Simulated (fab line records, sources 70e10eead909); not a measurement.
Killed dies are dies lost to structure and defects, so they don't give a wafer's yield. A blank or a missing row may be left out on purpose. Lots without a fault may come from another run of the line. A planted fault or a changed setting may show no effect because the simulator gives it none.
Which tool did it? | flow nand_harc | 24 lots, 72 wafers sampled, at 4 steps of a route of 1159

WHAT THE GAUGES READ, wafer by wafer
NHARC_A_START_INSPECT_01. Usual: raw_defect_count 3.5, standard deviation 1.8.
lot  | measured     | on                | raw_defect_count | flag
L074 | day 6 11:50  | defect_inspect-01 | 5 2 0            |
L075 | day 6 20:07  | defect_inspect-01 | 2 3 2            |
L076 | day 7 00:14  | defect_inspect-02 | 2 3 4            |
L077 | day 7 04:25  | defect_inspect-01 | 2 3 7            |
L078 | day 7 14:20  | defect_inspect-01 | 5 5 2            |
L079 | day 7 22:18  | defect_inspect-02 | 5 4 8            |
L080 | day 8 01:19  | defect_inspect-02 | 5 1 6            |
L081 | day 8 11:02  | defect_inspect-01 | 2 6 3            |
L082 | day 8 11:35  | defect_inspect-01 | 4 7 7            |
L083 | day 8 22:32  | defect_inspect-02 | 0 5 5            |
L084 | day 8 23:31  | defect_inspect-01 | 6 5 4            |
L085 | day 9 12:26  | defect_inspect-02 | 4 5 4            |
L087 | day 9 13:43  | defect_inspect-01 | 1 3 4            |
L086 | day 9 14:55  | defect_inspect-01 | 1 3 3            |
L088 | day 9 22:54  | defect_inspect-02 | 4 2 2            |
L089 | day 10 13:11 | defect_inspect-02 | 0 2 5            |
L090 | day 10 15:29 | defect_inspect-02 | 4 3 3            |
L091 | day 10 16:18 | defect_inspect-02 | 2 3 3            |
L092 | day 11 01:44 | defect_inspect-01 | 3 3 1            |
L093 | day 11 11:10 | defect_inspect-01 | 3 2 2            |
L094 | day 11 11:38 | defect_inspect-01 | 2 2 6            |
L096 | day 11 19:40 | defect_inspect-01 | 1 4 2            |
L095 | day 11 19:57 | defect_inspect-02 | 6 6 3            |
L097 | day 11 23:17 | defect_inspect-02 | 4 5 0            |

NHARC_A_ONON_D1_THK_MEAS_05: measures by ellipsometry. Usual: thk_nm 1003 nm, standard deviation 11.
lot  | measured     | on            | thk_nm (nm)    | flag
L074 | day 7 14:20  | film_metro-02 | 995 994 996    |
L075 | day 7 20:21  | film_metro-01 | 1013 1014 1012 |
L076 | day 8 00:17  | film_metro-02 | 999 999 999    |
L077 | day 8 04:25  | film_metro-01 | 998 998 999    |
L078 | day 8 14:53  | film_metro-02 | 1019 1018 1018 |
L079 | day 9 02:37  | film_metro-01 | 1017 1017 1015 |
L080 | day 9 02:37  | film_metro-02 | 996 994 994    |
L081 | day 9 11:00  | film_metro-01 | 998 997 998    |
L082 | day 9 10:58  | film_metro-02 | 1010 1010 1010 |
L083 | day 9 22:37  | film_metro-01 | 1007 1005 1005 |
L084 | day 9 22:37  | film_metro-02 | 1007 1008 1008 |
L085 | day 10 15:22 | film_metro-02 | 975 975 976    |
L087 | day 10 15:20 | film_metro-02 | 1001 1002 1003 |
L086 | day 10 15:24 | film_metro-01 | 998 999 998    |
L088 | day 11 03:41 | film_metro-01 | 1000 1003 1002 |
L089 | day 11 13:16 | film_metro-02 | 1007 1007 1009 |
L090 | day 11 13:15 | film_metro-01 | 1019 1019 1019 |
L091 | day 11 13:24 | film_metro-01 | 1011 1011 1011 |
L092 | day 12 01:44 | film_metro-02 | 978 978 977    |
L093 | day 12 10:55 | film_metro-02 | 995 995 995    |
L094 | day 12 10:56 | film_metro-01 | 1007 1009 1007 |
L096 | day 12 19:23 | film_metro-02 | 995 998 996    |
L095 | day 12 19:23 | film_metro-01 | 1001 999 1001  |
L097 | day 12 23:32 | film_metro-02 | 1014 1015 1014 |

NHARC_A_CHANNEL_HOLE_D1_INSPECT_12. Usual: raw_defect_count 5.5, standard deviation 2.9.
lot  | measured     | on                | raw_defect_count | flag
L074 | day 8 05:56  | defect_inspect-02 | 4 11 6           |
L075 | day 8 13:52  | defect_inspect-01 | 5 6 4            |
L076 | day 8 17:36  | defect_inspect-01 | 9 8 2            |
L077 | day 8 20:53  | defect_inspect-02 | 7 6 9            |
L078 | day 9 07:11  | defect_inspect-02 | 2 8 3            |
L079 | day 9 17:40  | defect_inspect-01 | 5 6 4            |
L080 | day 9 17:29  | defect_inspect-02 | 6 3 2            |
L081 | day 10 02:51 | defect_inspect-02 | 4 9 10           |
L082 | day 10 02:33 | defect_inspect-01 | 15 4 3           |
L083 | day 10 13:21 | defect_inspect-01 | 9 5 6            |
L084 | day 10 13:10 | defect_inspect-01 | 7 11 9           |
L085 | day 11 08:39 | defect_inspect-01 | 7 5 8            |
L087 | day 11 08:20 | defect_inspect-02 | 7 7 10           |
L086 | day 11 08:53 | defect_inspect-02 | 12 7 12          |
L088 | day 11 20:18 | defect_inspect-01 | 4 7 3            |
L089 | day 12 04:13 | defect_inspect-01 | 2 2 6            |
L090 | day 12 04:04 | defect_inspect-01 | 6 3 4            |
L091 | day 12 04:40 | defect_inspect-01 | 2 9 2            |
L092 | day 12 16:14 | defect_inspect-01 | 3 7 3            |
L093 | day 13 02:19 | defect_inspect-01 | 4 11 7           |
L094 | day 13 02:31 | defect_inspect-02 | 3 1 4            |
L096 | day 13 15:38 | defect_inspect-01 | 7 2 5            |
L095 | day 13 17:34 | defect_inspect-01 | 2 7 2            |
L097 | day 13 15:51 | defect_inspect-01 | 4 3 2            |

WHICH TOOL RAN EACH LOT (tool, then ch and the chambers of the sampled wafers, then the start)
lot  | NHARC_A_ZERO_WELL_ETCH_13
L074 | rie_si-06 ch 0,1,2, day 6 12:56
L075 | rie_si-01 ch 0,1,2, day 6 21:11
L076 | rie_si-06 ch 2,3, day 7 01:19
L077 | rie_si-05 ch 1,2, day 7 05:38
L078 | rie_si-06 ch 1,2, day 7 15:32
L079 | rie_si-05 ch 0,1, day 7 23:30
L080 | rie_si-06 ch 0,1,2, day 8 02:32
L081 | rie_si-01 ch 0,1,2, day 8 12:15
L082 | rie_si-05 ch 0,2,3, day 8 12:50
L083 | rie_si-01 ch 0,2,3, day 8 23:45
L084 | rie_si-05 ch 0,1,2, day 9 00:37
L085 | rie_si-05 ch 1,2,3, day 9 13:31
L087 | rie_si-01 ch 1,2,3, day 9 14:47
L086 | rie_si-06 ch 1,3, day 9 16:08
L088 | rie_si-05 ch 0,2,3, day 10 00:07
L089 | rie_si-06 ch 1,2,3, day 10 14:23
L090 | rie_si-05 ch 0,1,3, day 10 16:41
L091 | rie_si-01 ch 0,1,3, day 10 17:24
L092 | rie_si-06 ch 1,2, day 11 02:56
L093 | rie_si-06 ch 1,2,3, day 11 12:15
L094 | rie_si-01 ch 0,2,3, day 11 12:43
L096 | rie_si-05 ch 1,2, day 11 20:53
L095 | rie_si-06 ch 1,2, day 11 21:10
L097 | rie_si-01 ch 0,1,2, day 12 00:32
- NHARC_A_ZERO_WELL_ETCH_13: etches the open film in HBr/Cl2, target depth 120 nm, time 40.1 s.

WHAT THE TOOLS THEMSELVES READ (means of the sampled wafers that have a number; where no wafer has one, the mark that the record gives instead)
NHARC_A_ZERO_WELL_ETCH_13. Usual: drypump_motor_current_A 5.6 A, standard deviation 0.42; oes_product_au 0.998 a.u., standard deviation 0.014; throttle_valve_pct 26.406 %, standard deviation 0.011.
lot  | tool      | drypump_motor_current_A (A) | oes_product_au (a.u.) | throttle_valve_pct (%) | flag
L074 | rie_si-06 | 6.0                         | 0.985                 | 26.404                 |
L075 | rie_si-01 | 5.2                         | 1.003                 | 26.405                 |
L076 | rie_si-06 | 5.8                         | 1.006                 | 26.400                 |
L077 | rie_si-05 | 5.1                         | 0.991                 | 26.397                 |
L078 | rie_si-06 | 6.3                         | 0.994                 | 26.405                 |
L079 | rie_si-05 | 5.5                         | 1.004                 | 26.414                 |
L080 | rie_si-06 | 6.0                         | 0.994                 | 26.404                 |
L081 | rie_si-01 | 5.3                         | 0.996                 | 26.400                 |
L082 | rie_si-05 | 5.6                         | 0.987                 | 26.407                 |
L083 | rie_si-01 | 5.1                         | 1.010                 | 26.401                 |
L084 | rie_si-05 | 5.3                         | 0.989                 | 26.402                 |
L085 | rie_si-05 | 5.4                         | 0.994                 | 26.409                 |
L087 | rie_si-01 | 5.3                         | 1.006                 | 26.411                 |
L086 | rie_si-06 | 6.1                         | 0.996                 | 26.416                 |
L088 | rie_si-05 | 5.6                         | 0.993                 | 26.396                 |
L089 | rie_si-06 | 6.0                         | 0.995                 | 26.408                 |
L090 | rie_si-05 | 5.6                         | 1.015                 | 26.405                 |
L091 | rie_si-01 | 5.2                         | 0.996                 | 26.405                 |
L092 | rie_si-06 | 6.2                         | 0.996                 | 26.398                 |
L093 | rie_si-06 | 6.0                         | 0.993                 | 26.409                 |
L094 | rie_si-01 | 5.1                         | 1.000                 | 26.415                 |
L096 | rie_si-05 | 5.1                         | 0.983                 | 26.408                 |
L095 | rie_si-06 | 6.2                         | 1.002                 | 26.406                 |
L097 | rie_si-01 | 5.2                         | 1.006                 | 26.395                 |

THE ANSWER, worked out from the rows above alone
Rule: a lot is off if the mean of its wafers that have a number lies more than 3 standard deviations from the usual mean. A lot without any number at a reading at which 4 lots or more have one is off too. The other lots that the step has rows for count as sound. The gauges are gone through in route order, then the tools' own readings, and for those a lot's mean is taken as printed above. The first step at which some lot is off is used, and at that step the reading that is off furthest; a lot without a number counts as furthest.
No lot is off at any reading shown: from this, nothing can be told.

WHAT THE SIMULATOR HAD PUT IN
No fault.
